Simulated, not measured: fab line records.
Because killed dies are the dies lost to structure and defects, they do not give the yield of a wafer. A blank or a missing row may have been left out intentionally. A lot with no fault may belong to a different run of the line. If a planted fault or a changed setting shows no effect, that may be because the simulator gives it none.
Chamber matching -- flow nand-harc -- rie-diel-02 running NHARC_A_CHANNEL_FILL_D2_STRIP_28: 4 sister chambers
The step strips in O2, time 20 s. 8 wafers are shown with their chamber, then 7 later ones without.

## WAFERS PAIRED WITH THEIR CHAMBERS
wafer,chamber,showerhead-plenum-p-Torr (Torr),drypump-motor-current-A (A)
L106.3,3,3.49,5.3
L107.1,0,3.38,5.6
L107.5,2,3.31,6.3
L110.4,1,3.37,5.7
L110.5,3,3.49,5.3
L110.6,0,3.37,5.7
L117.1,2,3.31,6.4
L117.2,1,3.37,5.7

## WAFERS WHOSE CHAMBER IS MISSING
wafer,showerhead-plenum-p-Torr (Torr),drypump-motor-current-A (A)
L117.4,3.37,5.7
L125.1,3.37,5.7
L125.2,3.37,5.7
L125.6,3.37,5.7
L126.1,3.49,5.3
L126.2,3.37,5.6
L126.6,3.37,5.7

## EACH ONE'S CHAMBER
wafer,from the rows above,in truth
L117.4,can't be placed: 1 or 0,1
L125.1,can't be placed: 1 or 0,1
L125.2,can't be placed: 1 or 0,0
L125.6,can't be placed: 1 or 0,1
L126.1,3,3
L126.2,can't be placed: 0 or 1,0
L126.6,can't be placed: 1 or 0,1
Correct placement for 1 of the 7. These rows do not allow placing 6 (true chamber among the candidates in 6). 0 placed wrongly.
How it was worked out, from the rows above alone: a wafer's distance from a chamber is the root of the sum, over the readings, of the square of ((its reading less the chamber's mean) divided by the reading's scatter). The wafer belongs to the nearest chamber; if the next one is less than 2 further off, it can't be placed. A chamber's mean is the mean of its shown wafers. How the scatter is found: for the shown wafers, subtract from each reading the mean of its chamber, square and add these, divide the total by (wafers less chambers), then take the root.
